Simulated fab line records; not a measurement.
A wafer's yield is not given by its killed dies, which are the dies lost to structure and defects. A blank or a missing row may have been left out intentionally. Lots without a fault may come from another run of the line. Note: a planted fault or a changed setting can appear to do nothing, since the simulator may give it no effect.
Chamber matching ; flow nand-harc ; NHARC_A_CHANNEL_FILL_D1_ALD_16 on ald-hk-01: 4 sister chambers
The step deposits SiO2, target thk 1.5 nm, pulse time 10 s, ald cycles 15. 8 wafers are shown with their chamber, then 6 later ones without.

## WAFERS, EACH WITH ITS CHAMBER
wafer;chamber;heater-power-w (W);precursor-pulse-height-rel
L112.3;2;437;0.976
L111.2;2;432;1.010
L116.4;3;486;1.014
L116.5;0;416;1.004
L118.4;3;485;1.011
L118.5;1;417;0.963
L119.1;0;425;1.007
L119.2;1;421;1.027

## WAFERS MISSING THEIR CHAMBER
wafer;heater-power-w (W);precursor-pulse-height-rel
L119.6;449;1.018
L126.1;414;1.000
L126.5;427;0.997
L126.6;403;1.004
L130.1;412;1.028
L130.6;485;0.996

## EACH ONE'S CHAMBER
wafer;from the rows above;in truth
L119.6;2;2
L126.1;can't be placed: 1 or 0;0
L126.5;can't be placed: 0 or 2 or 1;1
L126.6;can't be placed: 1 or 0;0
L130.1;can't be placed: 1 or 0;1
L130.6;3;3
Correctly placed: 2 of 6. Unplaceable from these rows: 4, with the true chamber sitting among the candidates in 4. Wrongly placed: 0.
How it was worked out, from the rows above alone: a wafer's distance from a chamber is the root of the sum, over the readings, of the square of ((its reading less the chamber's mean) divided by the reading's scatter). If the next closest chamber is less than 2 further off than the closest, the wafer can't be placed; otherwise it belongs to the closest. Each chamber's mean is taken over the wafers shown for it. The scatter is the square root of a quotient: the sum, over the shown wafers, of each reading's squared deviation from its chamber's mean, divided by wafers minus chambers.
